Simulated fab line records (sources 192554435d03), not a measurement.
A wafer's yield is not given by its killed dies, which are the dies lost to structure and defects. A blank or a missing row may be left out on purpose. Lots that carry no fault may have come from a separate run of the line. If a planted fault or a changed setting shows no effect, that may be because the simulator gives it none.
Split-lot trial | flow n5-finfet | route with 1938 steps; 7 lots, 21 wafers read

THE SPLIT
At N5_BEOL_M2_TRENCH_ETCH_37 (etches SiOC in C4F6/O2, target depth 55.555 nm, time 29.2 s), the setting time-s was moved away from the recipe's 29.2 s on 9 of the 21 wafers read, by -17.8% to +11.3%. This setting was run at the recipe's value on the other wafers.

FROM THE SPLIT TO THE READING: what the file shows between them, 11 steps
- N5_BEOL_M2_ETCH_41: etches SiCN in CH3F/O2, target depth 29.9 nm, time 52.5 s
- N5_BEOL_M2_STRIP_97: strips in N2/H2, time 10 s
- N5_BEOL_M2_OCD_MEAS_38
- N5_BEOL_M2_HM_STRIP_39: strips TiN in peroxide tin strip, target depth 25 nm, time 158 s
- N5_BEOL_M2_SRD_40: time 30 s
- N5_BEOL_M2_ECD_50: material Cu, target thk 300 nm
- N5_BEOL_M2_ANNEAL_51: time 90 s
- N5_BEOL_M2_CMP_52: polishes, stops on SiOC, t overpolish 6.8 s, target thk 40 nm
- N5_BEOL_M2_PRE_CLEAN_60: time 15 s
- N5_BEOL_M2_PRE_CLEAN_56: time 15 s
- N5_BEOL_M2_DEP_57: deposits SiCN from 3MS/NH3, target thk 8 nm, time 14 s

THE READING
M2_RS in ohm/sq, measured at N5_BEOL_M2_RS_MEAS_58 by four-point-probe. Fault-free wafers of this fab line usually give 0.663 ohm/sq, standard deviation 0.03 ohm/sq.

wafer  | tool, chamber at the split | time-s as run, s | against the recipe | M2_RS, ohm/sq | against lot-mates on the recipe
L075.1 | rie-diel-01, 1             | 31.85            | +9.1%              | 0.542         | -0.067
L075.2 | rie-diel-01, 0             | 31.85            | +9.1%              | 0.622         | +0.013
L075.3 | rie-diel-01, 3             | 29.2             | recipe             | 0.609         | -
L076.2 | rie-diel-02, 1             | 29.2             | recipe             | 0.700         | -
L076.3 | rie-diel-02, 0             | 29.2             | recipe             | 0.665         | -
L076.6 | rie-diel-02, 0             | 24.92            | -14.7%             | 0.871         | +0.189
L077.1 | rie-diel-02, 0             | 24.01            | -17.8%             | 0.981         | +0.337
L077.5 | rie-diel-02, 3             | 29.2             | recipe             | 0.644         | -
L077.6 | rie-diel-02, 0             | 24.01            | -17.8%             | 0.910         | +0.266
L080.1 | rie-diel-02, 1             | 29.2             | recipe             | 0.685         | -
L080.3 | rie-diel-02, 2             | 29.2             | recipe             | 0.649         | -
L080.6 | rie-diel-02, 3             | 29.2             | recipe             | 0.628         | -
L081.4 | rie-diel-02, 3             | 29.2             | recipe             | 0.650         | -
L081.5 | rie-diel-02, 0             | 29.2             | recipe             | 0.637         | -
L081.6 | rie-diel-02, 1             | 29.2             | recipe             | 0.657         | -
L084.1 | rie-diel-01, 2             | 24.45            | -16.3%             | 1.011         | +0.362
L084.5 | rie-diel-01, 0             | 24.45            | -16.3%             | 0.961         | +0.312
L084.6 | rie-diel-01, 1             | 29.2             | recipe             | 0.649         | -
L092.2 | rie-diel-01, 1             | 29.2             | recipe             | 0.616         | -
L092.3 | rie-diel-01, 3             | 32.49            | +11.3%             | 0.547         | -0.069
L092.4 | rie-diel-01, 2             | 32.49            | +11.3%             | 0.533         | -0.083

THE FIT
A straight line over all 21 wafers: M2_RS changes by -0.0153 ohm/sq for each +1% of time-s; r = -0.96; the points scatter about the line by 0.045 ohm/sq.
The same after taking each lot's own level away (the mean of its wafers on the recipe; 21 wafers): -0.0141 ohm/sq for each +1%; r = -0.93; scatter 0.052 ohm/sq.
According to that fit, moving time-s by its largest amount changes the reading by 0.25 ohm/sq.
Measured against the standard deviation above, the lots' own levels, which go from 0.6090 to 0.6825 ohm/sq, span 2.5 times it.
So the lot-to-lot level changes the slope little: the two slopes agree.
Check: for one of the wafers moved furthest among these (-17.8%), held out of the fit, the line's prediction against its lot-mates is +0.269 ohm/sq. It came out at +0.337 ohm/sq against them.

OTHER SPLITS APPLIED TO THESE WAFERS
Before the reading, these wafers also passed through other splits. Each is held against what the fit with the lots' levels taken away leaves over:
other split on the same wafers   | wafers away from the commonest value | r with M2_RS (lot level and that fit taken away)
N5_BEOL_M1_COAT_61 spin-rpm      | 11                                   | +0.45
N5_BEOL_M1_VIA_ETCH_34 bias-w    | 7                                    | +0.10
N5_BEOL_M1_TRENCH_ETCH_37 time-s | 6                                    | -0.04

THE WHOLE CHAIN: every reading that the file lists as answering this split, in the file's order
step                      | what it does                                                  | reading                                                                      | change (the file's fit)               | r (the file's)
N5_BEOL_M2_TRENCH_ETCH_37 | etches SiOC in C4F6/O2, target depth 55.555 nm, time 29.2 s   | BEOL_M2.feature-depth-nm (the simulator's own value, which no gauge read)    | +0.577 nm for each +1% of the setting | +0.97
N5_BEOL_M2_TRENCH_ETCH_37 | etches SiOC in C4F6/O2, target depth 55.555 nm, time 29.2 s   | etch.depth-nm (the simulator's own value, which no gauge read)               | +0.576 nm for each +1% of the setting | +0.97
N5_BEOL_M2_OCD_MEAS_38    |                                                               | trench-depth-nm                                                              | +0.57 nm for each +1% of the setting  | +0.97
N5_BEOL_M2_CMP_52         | polishes, stops on SiOC, t overpolish 6.8 s, target thk 40 nm | Cu_of_BEOL_M2_ECD_50.thk-nm (the simulator's own value, which no gauge read) | +0.534 nm for each +1% of the setting | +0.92
N5_BEOL_M2_RS_MEAS_58     | measures by four-point-probe                                  | M2_RS                                                                        | -0.0146 for each +1% of the setting   | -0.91

THE FILE'S OWN FIT
M2_RS changes by -0.0146 ohm/sq for each +1% of time-s, r = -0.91.
